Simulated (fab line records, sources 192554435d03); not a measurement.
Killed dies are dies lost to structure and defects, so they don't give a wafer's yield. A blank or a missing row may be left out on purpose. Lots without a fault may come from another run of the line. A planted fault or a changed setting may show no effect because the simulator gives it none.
fab line records | flow n5_finfet | part 1 of 2: steps 1 to 5 of 6
record lots=8 wafers=24 last_day=20
route steps=1938 shown HKMG_FIN@421 BEOL_M4@1111 PASSIVATION@1936
lots that met no fault: from a run of the same line without faults
start_h: hours from the record's first day to the start of the lot's first wafer shown | wait_h: hours since the lot's step before | " the same as in the row above | L1.1+2: a row that stands for several wafers | - no value, or no start given | * or withheld: withheld | < > ~ a bound
route shown NAME@n: a module of which the file shows steps, and the number in the route of the first | usual: mean/standard deviation of fault-free wafers | same: alike in all rows | chamber/n: place in a boat | sites: the reading at each site | _std_site: their standard deviation | _edge_site: outer sites' mean less inner sites' | radius_mm: how far each site lies from the wafer's centre | mask NAME#n: copy n | behind: the tool/chamber that last shaped the wafer | hold: why the lot was held/for how many hours/how that ended | device: the transistor (n, p or np) that didn't switch | end of line: the same wafers' tests at the end of the route | a step without rows: its recipe alone | killed: dies lost to structure and defects at the first sort, not the wafer's yield | map: a wafer's dies, x killed, . not, _ none there
set.NAME: the setting as run; set.NAME@STEP: as run at that earlier step | model.NAME: the simulator's own value behind a step, which no gauge read
steps of the route over a sample of lots; a table a step, a row a wafer
services: from which hour (start_h, from the record's first day; less than 0 if before it) a tool's chamber was out of use, for how many hours, and why
## steps
# step N5_HKMG_FIN_PWFM_ALD_03
# recipe material=TiN target_thk_a=20 temp_c=400 ald_precursor_family=TiCl4 ald_co_reactant=NH3 pulse_time_s=1 purge_time_s=3 co_reactant_purge_time_s=2 co_reactant_pulse_time_s=2 ald_cycles=91 pressure_torr=3
# usual chamber_pressure_Torr=3.000/0.007 heater_power_w=864/99 precursor_pulse_height_rel=0.997/0.019
# same ald_cycles=91
# columns lot.wafer tool chamber start_h wait_h chamber_pressure_Torr heater_power_w precursor_pulse_height_rel
L615.2 ald_metal-03 1 93.28 0.0 2.999 776 0.992
L615.5 " 3 " " 2.990 766 0.990
L615.6 " 2 " " 3.006 886 1.003
L616.1 ald_metal-01 2 98.82 0.0 2.997 908 1.011
L616.4 " 1 " " 2.996 705 0.990
L616.6 " 2 " " 2.998 921 1.048
L628.2 ald_metal-01 3 169.38 0.0 3.010 881 1.001
L628.3 " 2 " " 2.994 903 0.989
L628.6 " 1 " " 2.994 719 1.018
L630.1 ald_metal-01 0 181.28 0.0 2.991 952 0.983
L630.2 " 3 " " 3.017 866 0.992
L630.6 " 1 " " 2.994 729 0.976
L631.3 ald_metal-01 0 188.64 0.0 2.997 977 0.999
L631.4 " 2 " " 2.997 893 0.961
L631.5 " 1 " " 2.997 709 0.992
L632.1 ald_metal-01 2 207.12 0.0 3.003 917 0.999
L632.2 " 0 " " 2.993 999 1.005
L632.3 " 3 " " 2.996 867 1.018
L633.4 ald_metal-03 2 207.58 0.0 2.993 863 0.975
L633.5 " 2 " " 3.000 850 0.998
L633.6 " 3 " " 3.001 759 1.009
L634.2 ald_metal-02 2 217.96 0.0 2.995 944 0.973
L634.3 " 3 " " 3.003 856 1.038
L634.6 " 3 " " 2.991 850 1.013
# step N5_HKMG_FIN_ETCH_31
# recipe chemistry=CF4 target=SiARC target_depth_a=455 mask_material=CAR-ArF time_s=75.8 ion_energy_ev=80 pressure_mtorr=40 source_w=545 bias_w=36 Ar_flow_sccm=100 cf4_flow_sccm=100 ends=cleared
# usual drypump_motor_current_A=5.8/0.51 etch_rf_on_time_s=75.9/1.1 oes_product_au=0.66/0.065 rf_vpp_V=184.2/0.96 showerhead_plenum_p_Torr=2.15/0.047 throttle_valve_pct=15.70/0.16
# columns lot.wafer tool chamber start_h wait_h drypump_motor_current_A etch_rf_on_time_s oes_product_au rf_hours_counter_h rf_vpp_V showerhead_plenum_p_Torr throttle_valve_pct
L615.2 rie_diel-05 3 94.30 0.0 6.0 75.0 0.73 65 182.8 2.08 15.70
L615.5 " 0 " " 5.7 76.6 0.73 - 184.7 2.27 15.63
L615.6 " 1 " " 6.6 75.5 0.69 - 185.5 2.15 15.45
L616.1 rie_diel-04 3 99.79 0.0 5.6 77.6 0.56 250 183.9 2.20 15.91
L616.4 " 0 " " 6.2 77.0 0.59 227 184.9 2.20 15.77
L616.6 " 0 " " 6.2 77.2 0.58 - 185.2 2.20 15.77
L628.2 rie_diel-04 1 170.22 0.0 6.2 76.5 0.56 256 184.2 2.10 15.85
L628.3 " 3 " " 5.5 74.5 0.78 16 182.5 2.20 15.44
L628.6 " 1 " " 6.2 76.9 0.57 - 182.9 2.10 15.87
L630.1 rie_diel-01 2 182.55 0.0 4.9 76.3 0.59 244 183.6 2.19 15.66
L630.2 " 1 " " 5.7 75.2 0.65 169 183.7 2.14 15.79
L630.6 " 2 " " 4.9 75.4 0.59 - 184.3 2.19 15.66
L631.3 rie_diel-05 3 189.60 0.0 6.0 75.4 0.70 94 182.9 2.07 15.78
L631.4 " 1 " " 6.6 76.1 0.66 142 185.4 2.15 15.47
L631.5 " 3 " " 6.0 76.0 0.69 - 184.2 2.08 15.75
L632.1 rie_diel-01 1 208.08 0.0 5.6 75.4 0.64 177 183.7 2.13 15.81
L632.2 " 0 " " 6.5 76.4 0.72 60 183.3 2.09 15.49
L632.3 " 3 " " 5.2 75.4 0.66 135 183.1 2.14 15.86
L633.4 rie_diel-05 1 208.41 0.0 6.6 75.7 0.66 146 183.3 2.14 15.49
L633.5 " 2 " " 6.0 75.9 0.62 - 184.6 2.20 15.93
L633.6 " 1 " " 6.6 75.3 0.66 - 184.6 2.14 15.49
L634.2 rie_diel-01 0 218.80 0.0 6.5 75.6 0.73 66 183.5 2.09 15.51
L634.3 " 3 " " 5.2 75.0 0.64 141 184.9 2.14 15.88
L634.6 " 1 " " 5.6 76.0 0.64 - 183.0 2.13 15.82
# step N5_HKMG_FIN_STRIP_34
# recipe chemistry=CF4 resist=SiARC power_w=300 bias_power_w=75 pressure_mtorr=50 cf4_flow_sccm=150 rf_frequency_hz=6e+07
# usual drypump_motor_current_A=5.8/0.51 oes_product_au=0.77/0.072 rf_vpp_V=271.4/1.1 showerhead_plenum_p_Torr=1.80/0.04 throttle_valve_pct=13.67/0.18
# columns lot.wafer tool chamber start_h wait_h drypump_motor_current_A oes_product_au rf_hours_counter_h rf_vpp_V showerhead_plenum_p_Torr throttle_valve_pct
L615.2 rie_diel-05 3 94.55 0.0 5.9 0.84 65 269.4 1.75 13.66
L615.5 " 0 " " 5.7 0.85 - 273.5 1.90 13.56
L615.6 " 1 " " 6.6 0.79 - 272.3 1.80 13.39
L616.1 rie_diel-04 3 100.03 0.0 5.5 0.67 250 272.5 1.85 13.90
L616.4 " 0 " " 6.2 0.69 227 273.7 1.84 13.79
L616.6 " 0 " " 6.2 0.69 - 272.5 1.84 13.77
L628.2 rie_diel-04 1 170.46 0.0 6.2 0.67 256 271.6 1.76 13.84
L628.3 " 3 " " 5.5 0.91 16 270.3 1.84 13.38
L628.6 " 1 " " 6.2 0.67 - 269.7 1.76 13.86
L630.1 rie_diel-01 2 182.80 0.0 5.0 0.69 244 272.3 1.84 13.68
L630.2 " 1 " " 5.6 0.76 169 271.6 1.79 13.78
L630.6 " 2 " " 5.0 0.69 - 272.7 1.83 13.68
L631.3 rie_diel-05 3 189.85 0.0 6.0 0.80 94 269.4 1.74 13.71
L631.4 " 1 " " 6.6 0.77 142 271.2 1.80 13.48
L631.5 " 3 " " 6.0 0.80 - 268.9 1.74 13.73
L632.1 rie_diel-01 1 208.33 0.0 5.6 0.75 177 271.7 1.79 13.80
L632.2 " 0 " " 6.5 0.84 60 269.5 1.75 13.43
L632.3 " 3 " " 5.2 0.75 135 272.8 1.79 13.82
L633.4 rie_diel-05 1 208.66 0.0 6.6 0.77 146 271.2 1.80 13.47
L633.5 " 2 " " 6.0 0.72 - 273.7 1.84 13.91
L633.6 " 1 " " 6.6 0.76 - 271.4 1.80 13.47
L634.2 rie_diel-01 0 219.05 0.0 6.5 0.83 66 270.3 1.74 13.45
L634.3 " 3 " " 5.2 0.75 142 271.0 1.79 13.84
L634.6 " 1 " " 5.6 0.74 - 271.5 1.79 13.81
# step N5_HKMG_FIN_ALD_91
# recipe material=TiN target_thk_a=10 temp_c=400 ald_precursor_family=TiCl4 ald_co_reactant=NH3 pulse_time_s=1 purge_time_s=3 co_reactant_purge_time_s=2 co_reactant_pulse_time_s=2 ald_cycles=47 pressure_torr=3
# usual ald_cycles=47/0 chamber_pressure_Torr=3.000/0.0083 heater_power_w=875/89 precursor_pulse_height_rel=1.000/0.018
# columns lot.wafer tool chamber start_h wait_h ald_cycles chamber_pressure_Torr heater_power_w precursor_pulse_height_rel
L615.2 ald_metal-01 3 95.25 0.3 - - - -
L615.5 " 1 " " - - - -
L615.6 " 0 " " - - - -
L616.1 ald_metal-02 3 100.73 0.3 - - - -
L616.4 " 0 " " - - - -
L616.6 " 3 " " - - - -
L628.2 ald_metal-01 1 171.16 0.3 47 3.008 700 1.005
L628.3 " 0 " " 47 2.992 997 0.997
L628.6 " 2 " " 47 2.998 908 1.042
L630.1 ald_metal-01 3 183.50 0.3 47 2.995 868 1.012
L630.2 " 1 " " 47 3.004 699 1.002
L630.6 " 3 " " 47 2.997 876 0.962
L631.3 ald_metal-01 1 198.97 0.1 47 2.992 716 0.974
L631.4 " 2 " " 47 3.032 895 0.973
L631.5 " 2 " " 47 2.997 894 1.000
L632.1 ald_metal-02 3 209.02 0.3 47 3.003 839 0.986
L632.2 " 0 " " 47 3.001 930 1.005
L632.3 " 2 " " 47 3.001 923 1.010
L633.4 ald_metal-03 3 209.37 0.1 47 3.002 767 0.989
L633.5 " 1 " " 47 3.004 760 0.980
L633.6 " 0 " " 47 3.006 992 0.997
L634.2 ald_metal-02 1 219.75 0.3 47 2.997 913 0.982
L634.3 " 3 " " 47 3.000 842 0.999
L634.6 " 0 " " 47 2.991 910 1.019
# step N5_BEOL_M4_RC_MEAS_101
# usual DIBL_N=36.6/1.3 DIBL_P=36.4/1.4 IGATE_N=0.0128/0.0018 IOFF_N=0.167/0.023 IOFF_N_85C=3.3/0.38 IOFF_N_LIN=0.077/0.0087 IOFF_N_LONG=5.62e-05/2.4e-06 IOFF_P=0.219/0.029 IOFF_P_85C=3.8/0.42 IOFF_P_LIN=0.104/0.012 IOFF_P_LONG=0.000108/9.9e-06 ION_N=678/8.7 ION_P=464/6.4 SS_N=71.5/0.53 SS_P=73.4/0.57 VT_N=248.5/2.8 VT_N_LONG=274.1/1.9 VT_N_LVT=98.6/2.8 VT_P=-249/3.1 VT_P_LONG=-275/3.3 VT_P_LVT=-99.0/2.7
# columns lot.wafer tool chamber start_h wait_h DIBL_N[mV/V] DIBL_P[mV/V] IGATE_N[nA/um] IOFF_N[nA/um] IOFF_N_85C[nA/um] IOFF_N_LIN[nA/um] IOFF_N_LONG[nA/um] IOFF_P[nA/um] IOFF_P_85C[nA/um] IOFF_P_LIN[nA/um] IOFF_P_LONG[nA/um] ION_N[uA/um] ION_P[uA/um] SS_N[mV/dec] SS_P[mV/dec] VT_N[mV] VT_N_LONG[mV] VT_N_LVT[mV] VT_P[mV] VT_P_LONG[mV] VT_P_LVT[mV]
L615.2 prober-02 0 193.25 0.2 35.6 34.5 0.0888 24.272 212.6 11.327 0.0079874 0.044 1.0 0.022 5e-05 951 402 71.3 73.5 104.3 129.0 -43.8 -290 -316 -143.2
L615.5 " 0 " " 37.3 36.0 0.0952 28.469 244.3 12.778 0.007974 0.049 1.1 0.023 5.8e-05 963 403 71.9 73.3 102.8 129.4 -46.0 -291 -314 -142.3
L615.6 " 0 " " 36.9 36.0 0.0781 28.323 242.5 12.657 0.0079633 0.049 1.1 0.023 5.9e-05 954 400 71.7 73.9 104.1 129.5 -44.4 -289 -313 -141.0
L616.1 prober-02 0 202.92 0.0 37.2 36.1 0.1290 25.167 222.8 12.042 0.0083336 0.048 1.1 0.024 5e-05 963 404 71.8 73.2 104.2 129.2 -47.8 -289 -315 -137.6
L616.4 " 0 " " 37.2 35.8 0.1065 23.856 209.1 11.274 0.0082807 0.049 1.1 0.024 5.6e-05 968 403 71.2 73.9 104.4 131.1 -46.6 -289 -312 -138.7
L616.6 " 0 " " 39.4 38.8 0.1285 32.805 277.1 14.810 0.0082002 0.058 1.2 0.027 5.6e-05 982 409 71.9 74.0 100.1 130.1 -51.5 -290 -315 -136.0
L628.2 prober-01 0 317.16 0.2 36.7 35.2 0.0130 0.151 3.0 0.071 5.65e-05 0.167 3.0 0.083 9.6e-05 675 448 72.3 73.0 250.5 271.4 100.3 -255 -279 -102.8
L628.3 " 0 " " 36.8 37.2 0.0128 0.157 3.0 0.074 5.57e-05 0.193 3.5 0.091 9.5e-05 674 460 71.7 73.3 248.2 274.7 99.0 -254 -276 -100.0
L628.6 " 0 " " 35.3 35.2 0.0114 0.133 2.7 0.064 5.57e-05 0.169 3.1 0.084 9.7e-05 665 453 71.6 72.5 251.8 271.7 101.6 -252 -279 -102.0
L631.3 prober-01 0 330.29 0.3 36.4 36.8 0.0130 0.165 3.2 0.074 5.69e-05 0.212 3.7 0.099 0.000106 667 458 71.5 73.0 246.2 273.4 99.0 -250 -276 -99.8
L631.4 " 0 " " 37.5 38.0 0.0135 0.173 3.3 0.078 5.62e-05 0.237 4.0 0.108 0.000107 670 463 71.5 73.5 247.3 272.7 98.9 -248 -276 -98.7
L631.5 " 0 " " 37.3 37.8 0.0110 0.172 3.3 0.077 5.65e-05 0.228 3.9 0.104 0.000111 668 461 71.3 73.2 247.1 273.3 98.6 -251 -275 -100.0
L630.1 prober-02 0 332.15 0.0 35.9 35.4 0.0116 0.156 3.1 0.076 5.9e-05 0.219 3.8 0.104 0.000115 675 464 70.9 73.2 246.8 273.8 95.4 -250 -272 -95.7
L630.2 " 0 " " 35.2 35.2 0.0139 0.148 3.0 0.073 5.91e-05 0.225 3.9 0.108 0.000115 681 472 70.5 73.5 249.7 271.8 97.1 -248 -273 -95.3
L630.6 " 0 " " 36.6 36.0 0.0116 0.169 3.3 0.080 5.88e-05 0.230 3.9 0.107 0.000117 681 466 70.9 73.4 246.5 273.2 95.6 -248 -271 -96.1
L632.1 prober-01 0 334.52 0.0 39.3 37.6 0.0162 0.193 3.7 0.085 5.34e-05 0.207 3.5 0.093 8.8e-05 689 461 71.7 74.3 245.8 275.8 97.0 -252 -278 -102.9
L632.2 " 0 " " 37.9 37.0 0.0126 0.165 3.2 0.076 5.3e-05 0.200 3.4 0.091 9.2e-05 679 466 71.7 73.7 249.2 274.5 98.5 -253 -281 -102.1
L632.3 " 0 " " 37.2 36.2 0.0138 0.149 3.0 0.070 5.2e-05 0.180 3.2 0.084 9.3e-05 672 456 71.6 73.5 252.1 278.0 101.0 -255 -281 -104.0
L633.4 prober-01 0 351.61 0.5 37.1 39.1 0.0117 0.171 3.3 0.077 5.13e-05 0.247 4.2 0.111 0.000108 674 463 72.1 73.3 249.8 276.2 100.2 -248 -273 -97.0
L633.5 " 0 " " 37.7 38.4 0.0126 0.176 3.4 0.079 5.29e-05 0.233 4.0 0.107 0.000106 675 465 72.4 73.7 250.0 276.1 98.8 -248 -274 -98.5
L633.6 " 0 " " 36.9 38.3 0.0141 0.168 3.2 0.077 5.18e-05 0.222 3.9 0.103 0.0001 678 466 71.7 73.8 252.3 277.8 99.4 -251 -274 -100.3
L634.2 prober-01 0 358.47 0.2 38.3 39.0 0.0155 0.231 4.3 0.101 5.83e-05 0.281 4.7 0.124 0.000108 704 477 71.8 74.7 242.5 273.2 92.0 -245 -274 -94.4
L634.3 " 0 " " 37.2 36.4 0.0143 0.193 3.6 0.087 5.74e-05 0.235 4.0 0.108 0.000109 689 468 71.3 74.4 245.3 271.7 95.6 -249 -274 -97.4
L634.6 " 0 " " 37.2 36.5 0.0130 0.188 3.6 0.086 5.75e-05 0.234 4.0 0.107 0.000109 690 468 71.6 73.3 245.2 274.8 96.6 -250 -274 -96.9
## key
first_sign step=N5_HKMG_FIN_ALD_91 reading=tool_record direction=missing
effect step=N5_BEOL_M4_RC_MEAS_101 reading=IOFF_N_LONG direction=up sigmas=99+ usual=5.62e-05 struck=0.0081232
effect step=N5_BEOL_M4_RC_MEAS_101 reading=IOFF_N_LIN direction=up sigmas=99+ usual=0.077 struck=12.481
effect step=N5_BEOL_M4_RC_MEAS_101 reading=IOFF_N direction=up sigmas=99+ usual=0.167 struck=27.149
effect step=N5_BEOL_M4_RC_MEAS_101 reading=IOFF_N_85C direction=up sigmas=99+ usual=3.3 struck=234.7
effect step=N5_BEOL_M4_RC_MEAS_101 reading=VT_N_LONG direction=down sigmas=74 usual=274.1 struck=129.7
effect step=N5_BEOL_M4_RC_MEAS_101 reading=VT_N_LVT direction=down sigmas=52 usual=98.6 struck=-46.7
effect step=N5_BEOL_M4_RC_MEAS_101 reading=VT_N direction=down sigmas=52 usual=248.5 struck=103.3
effect step=N5_BEOL_M4_RC_MEAS_101 reading=IGATE_N direction=up sigmas=51 usual=0.0128 struck=0.1043
effect step=N5_BEOL_M4_RC_MEAS_101 reading=ION_N direction=up sigmas=33 usual=678 struck=964
effect step=N5_BEOL_M4_RC_MEAS_101 reading=VT_P_LVT direction=down sigmas=15 usual=-99.0 struck=-139.8
effect step=N5_BEOL_M4_RC_MEAS_101 reading=VT_P direction=down sigmas=13 usual=-249 struck=-290
effect step=N5_BEOL_M4_RC_MEAS_101 reading=VT_P_LONG direction=down sigmas=12 usual=-275 struck=-314
effect step=N5_PASSIVATION_PROBE_49 reading=sort_bin_4_leakage direction=up sigmas=99+ usual=0 struck=91.51
met_at N5_HKMG_FIN_ALD_91
struck_lots L615,L616
not_acting_at N5_HKMG_FIN_PWFM_ALD_03,N5_HKMG_FIN_ETCH_31,N5_HKMG_FIN_STRIP_34
fault kind=skipped_step_whole tool=ald_metal-01,ald_metal-02 chamber=- onset_h=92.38 steps=N5_HKMG_FIN_ALD_91 scope=struck_lots_only
